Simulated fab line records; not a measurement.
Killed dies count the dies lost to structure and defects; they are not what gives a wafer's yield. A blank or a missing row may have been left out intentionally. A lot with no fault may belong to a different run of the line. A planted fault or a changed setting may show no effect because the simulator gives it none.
Split-lot trial || flow n5 finfet || 21 wafers read across 7 lots, on a route 1938 steps long

ABOUT THE SPLIT
At N5_DUMMY_GATE_COAT_35 (time 60 s, resist thk 10 nm), the setting spin rpm was moved away from the recipe's 1500 rpm on 7 of the 21 wafers read, by -10.8% to +7.8%. This setting was run at the recipe's value on the other wafers.

Reading taken at the split's own step.

THE READING
SiARC_of_DUMMY_GATE_COAT_35.thk nm (the simulator's own value, which no gauge read), in nm, at N5_DUMMY_GATE_COAT_35 (time 60 s, resist thk 10 nm). There is no usual value for it anywhere in the file.

{"wafer": "L074.2", "tool, chamber at the split": "litho track-01, 0", "spin rpm as run, rpm": 1617, "against the recipe": "+7.8%", "SiARC_of_DUMMY_GATE_COAT_35.thk nm, nm": 9.6, "against lot-mates on the recipe": -0.4}
{"wafer": "L074.4", "tool, chamber at the split": "litho track-01, 0", "spin rpm as run, rpm": 1617, "against the recipe": "+7.8%", "SiARC_of_DUMMY_GATE_COAT_35.thk nm, nm": 9.6, "against lot-mates on the recipe": -0.4}
{"wafer": "L074.3", "tool, chamber at the split": "litho track-01, 0", "spin rpm as run, rpm": 1500, "against the recipe": "recipe", "SiARC_of_DUMMY_GATE_COAT_35.thk nm, nm": 10, "against lot-mates on the recipe": "-"}
{"wafer": "L076.3", "tool, chamber at the split": "litho track-04, 0", "spin rpm as run, rpm": 1578, "against the recipe": "+5.2%", "SiARC_of_DUMMY_GATE_COAT_35.thk nm, nm": 9.8, "against lot-mates on the recipe": -0.2}
{"wafer": "L076.6", "tool, chamber at the split": "litho track-04, 0", "spin rpm as run, rpm": 1578, "against the recipe": "+5.2%", "SiARC_of_DUMMY_GATE_COAT_35.thk nm, nm": 9.8, "against lot-mates on the recipe": -0.2}
{"wafer": "L076.4", "tool, chamber at the split": "litho track-04, 0", "spin rpm as run, rpm": 1500, "against the recipe": "recipe", "SiARC_of_DUMMY_GATE_COAT_35.thk nm, nm": 10, "against lot-mates on the recipe": "-"}
{"wafer": "L080.3", "tool, chamber at the split": "litho track-02, 0", "spin rpm as run, rpm": 1338, "against the recipe": "-10.8%", "SiARC_of_DUMMY_GATE_COAT_35.thk nm, nm": 10.6, "against lot-mates on the recipe": "+0.6"}
{"wafer": "L080.4", "tool, chamber at the split": "litho track-02, 0", "spin rpm as run, rpm": 1500, "against the recipe": "recipe", "SiARC_of_DUMMY_GATE_COAT_35.thk nm, nm": 10, "against lot-mates on the recipe": "-"}
{"wafer": "L080.5", "tool, chamber at the split": "litho track-02, 0", "spin rpm as run, rpm": 1500, "against the recipe": "recipe", "SiARC_of_DUMMY_GATE_COAT_35.thk nm, nm": 10, "against lot-mates on the recipe": "-"}
{"wafer": "L085.3", "tool, chamber at the split": "litho track-02, 0", "spin rpm as run, rpm": 1500, "against the recipe": "recipe", "SiARC_of_DUMMY_GATE_COAT_35.thk nm, nm": 10, "against lot-mates on the recipe": "-"}
{"wafer": "L085.4", "tool, chamber at the split": "litho track-02, 0", "spin rpm as run, rpm": 1500, "against the recipe": "recipe", "SiARC_of_DUMMY_GATE_COAT_35.thk nm, nm": 10, "against lot-mates on the recipe": "-"}
{"wafer": "L085.5", "tool, chamber at the split": "litho track-02, 0", "spin rpm as run, rpm": 1543, "against the recipe": "+2.9%", "SiARC_of_DUMMY_GATE_COAT_35.thk nm, nm": 9.8, "against lot-mates on the recipe": -0.2}
{"wafer": "L088.4", "tool, chamber at the split": "litho track-01, 0", "spin rpm as run, rpm": 1500, "against the recipe": "recipe", "SiARC_of_DUMMY_GATE_COAT_35.thk nm, nm": 10, "against lot-mates on the recipe": "-"}
{"wafer": "L088.5", "tool, chamber at the split": "litho track-01, 0", "spin rpm as run, rpm": 1500, "against the recipe": "recipe", "SiARC_of_DUMMY_GATE_COAT_35.thk nm, nm": 10, "against lot-mates on the recipe": "-"}
{"wafer": "L088.6", "tool, chamber at the split": "litho track-01, 0", "spin rpm as run, rpm": 1500, "against the recipe": "recipe", "SiARC_of_DUMMY_GATE_COAT_35.thk nm, nm": 10, "against lot-mates on the recipe": "-"}
{"wafer": "L091.1", "tool, chamber at the split": "litho track-01, 0", "spin rpm as run, rpm": 1500, "against the recipe": "recipe", "SiARC_of_DUMMY_GATE_COAT_35.thk nm, nm": 10, "against lot-mates on the recipe": "-"}
{"wafer": "L091.2", "tool, chamber at the split": "litho track-01, 0", "spin rpm as run, rpm": 1500, "against the recipe": "recipe", "SiARC_of_DUMMY_GATE_COAT_35.thk nm, nm": 10, "against lot-mates on the recipe": "-"}
{"wafer": "L091.6", "tool, chamber at the split": "litho track-01, 0", "spin rpm as run, rpm": 1500, "against the recipe": "recipe", "SiARC_of_DUMMY_GATE_COAT_35.thk nm, nm": 10, "against lot-mates on the recipe": "-"}
{"wafer": "L093.2", "tool, chamber at the split": "litho track-04, 0", "spin rpm as run, rpm": 1367, "against the recipe": "-8.9%", "SiARC_of_DUMMY_GATE_COAT_35.thk nm, nm": 10.4, "against lot-mates on the recipe": "+0.4"}
{"wafer": "L093.3", "tool, chamber at the split": "litho track-04, 0", "spin rpm as run, rpm": 1500, "against the recipe": "recipe", "SiARC_of_DUMMY_GATE_COAT_35.thk nm, nm": 10, "against lot-mates on the recipe": "-"}
{"wafer": "L093.5", "tool, chamber at the split": "litho track-04, 0", "spin rpm as run, rpm": 1500, "against the recipe": "recipe", "SiARC_of_DUMMY_GATE_COAT_35.thk nm, nm": 10, "against lot-mates on the recipe": "-"}

FIT RESULTS
A straight line over all 21 wafers: SiARC_of_DUMMY_GATE_COAT_35.thk nm changes by -0.05 nm for each +1% of spin rpm; r = -0.99; the points scatter about the line by 0.029 nm.
The same after taking each lot's own level away (the mean of its wafers on the recipe; 21 wafers): -0.05 nm for each +1%; r = -0.99; scatter 0.029 nm.
According to that fit, moving spin rpm by its largest amount changes the reading by 0.54 nm.
The lots' own levels span 10.00 to 10.00 nm.
The two slopes agree, so the slope changes little with the lot-to-lot level.
Check: for one of the wafers moved furthest among these (-10.8%), held out of the fit, the line's prediction against its lot-mates is +0.506 nm. Against them it came out at +0.6 nm.

ADDITIONAL SPLITS CARRIED BY THESE WAFERS
Before the reading, these wafers also passed through other splits. Each is held against what the fit with the lots' levels taken away leaves over:
{"other split on the same wafers": "N5_ZERO_LAYER_ETCH_18 icp w", "wafers away from the commonest value": 7, "r with SiARC_of_DUMMY_GATE_COAT_35.thk nm (lot level and that fit taken away)": -0.41}
{"other split on the same wafers": "N5_WELL_APT_EXPOSE_05 dose mj", "wafers away from the commonest value": 3, "r with SiARC_of_DUMMY_GATE_COAT_35.thk nm (lot level and that fit taken away)": -0.29}
{"other split on the same wafers": "N5_FIN_SAQP_ETCH_52 source w", "wafers away from the commonest value": 9, "r with SiARC_of_DUMMY_GATE_COAT_35.thk nm (lot level and that fit taken away)": -0.18}
{"other split on the same wafers": "N5_FIN_SAQP_SPACER1_ALD_24 temp c", "wafers away from the commonest value": 9, "r with SiARC_of_DUMMY_GATE_COAT_35.thk nm (lot level and that fit taken away)": "+0.46"}
{"other split on the same wafers": "N5_FIN_CUT_CUT_ETCH_26 time s", "wafers away from the commonest value": 8, "r with SiARC_of_DUMMY_GATE_COAT_35.thk nm (lot level and that fit taken away)": -0.01}
{"other split on the same wafers": "N5_FIN_CUT_CUT_ETCH_15 time s", "wafers away from the commonest value": 6, "r with SiARC_of_DUMMY_GATE_COAT_35.thk nm (lot level and that fit taken away)": "+0.23"}

FILE'S OWN FIT
SiARC_of_DUMMY_GATE_COAT_35.thk nm changes by -0.0507 nm for each +1% of spin rpm, r = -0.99.
